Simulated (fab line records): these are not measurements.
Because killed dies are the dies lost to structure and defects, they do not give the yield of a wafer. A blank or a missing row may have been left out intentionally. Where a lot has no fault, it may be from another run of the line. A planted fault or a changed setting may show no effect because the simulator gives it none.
3 desks looking at one fault ; flow n5 finfet ; each desk holds nothing but its own numbers, with what lay behind them at the end

THE TOOL OWNER'S DESK: rie diel-06
The tool's own readings at N5_PASSIVATION_PASS_ETCH_74 (etches SiNx in CF4/O2, target depth 220 nm, time 110 s): means of the sampled wafers that have a number, for each lot that ran on this tool. A lot is out of limits, marked OUT, if its mean lies more than 4 standard deviations from the usual mean; the brackets give that distance.
Columns: A = O2_flow_sccm at N5_PASSIVATION_PASS_ETCH_74, usual 10.00 sccm; B = drypump motor current A at N5_PASSIVATION_PASS_ETCH_74, usual 5.7 A; C = oes product au at N5_PASSIVATION_PASS_ETCH_74, usual 0.78 a.u.; D = rf vpp V at N5_PASSIVATION_PASS_ETCH_74, usual 240.8 V; E = showerhead plenum p Torr at N5_PASSIVATION_PASS_ETCH_74, usual 2.18 Torr; F = throttle valve pct at N5_PASSIVATION_PASS_ETCH_74, usual 15.88 %
lot;first seen here;A;B;C;D;E;F
L665;day 15 00:13;9.99;6.1;0.81;239.7;2.13;16.07
L667;day 15 14:56;10.01;5.5;0.75;240.8;2.13;15.80
L666;day 15 19:56;10.00;6.2;0.79;238.9;2.14;15.82
Result from this desk: across the 3 lots, nothing is out of limits.

FROM THE METROLOGY DESK
What the gauges read, lot by lot, whatever tool the lot ran on: means of the sampled wafers that have a number. A lot is out of limits, marked OUT, if its mean lies more than 4 standard deviations from the usual mean; the brackets give that distance.
Columns: A = cd nm at N5_PASSIVATION_CD_MEAS_10, usual 2999.8 nm; B = TV_OVL at N5_PASSIVATION_OVL_MEAS_60, usual 0 nm
lot;first seen here;A;B
L665;day 14 23:54;3001.1;6
L663;day 15 00:04;3000.2;0
L667;day 15 14:47;2999.2;4
L666;day 15 19:47;3000.7;4
L673;day 16 13:57;3000.2;-4
L672;day 17 06:33;3000.8;3
Result from this desk: across the 6 lots, nothing is out of limits.

THE DEFECT DESK
Counts from the inspections along the route, per lot, as means over the sampled wafers that have a number. A lot is out of limits, marked OUT, if its mean lies more than 4 standard deviations from the usual mean; the brackets give that distance.
Columns: A = raw defect count at N5_PASSIVATION_INSPECT_61, usual 2.3
lot;first seen here;A
L665;day 14 23:57;1.0
L663;day 15 00:07;2.7
L667;day 15 14:50;1.3
L666;day 15 19:50;2.3
L673;day 16 14:00;0.7
L672;day 17 06:37;2.3
Result from this desk: across the 6 lots, nothing is out of limits.

BROUGHT TOGETHER
Nothing out of limits was seen by the tool owner's desk.
The metrology desk saw nothing out of limits.
The defect desk saw nothing out of limits.

WHAT THE SIMULATOR PUT IN
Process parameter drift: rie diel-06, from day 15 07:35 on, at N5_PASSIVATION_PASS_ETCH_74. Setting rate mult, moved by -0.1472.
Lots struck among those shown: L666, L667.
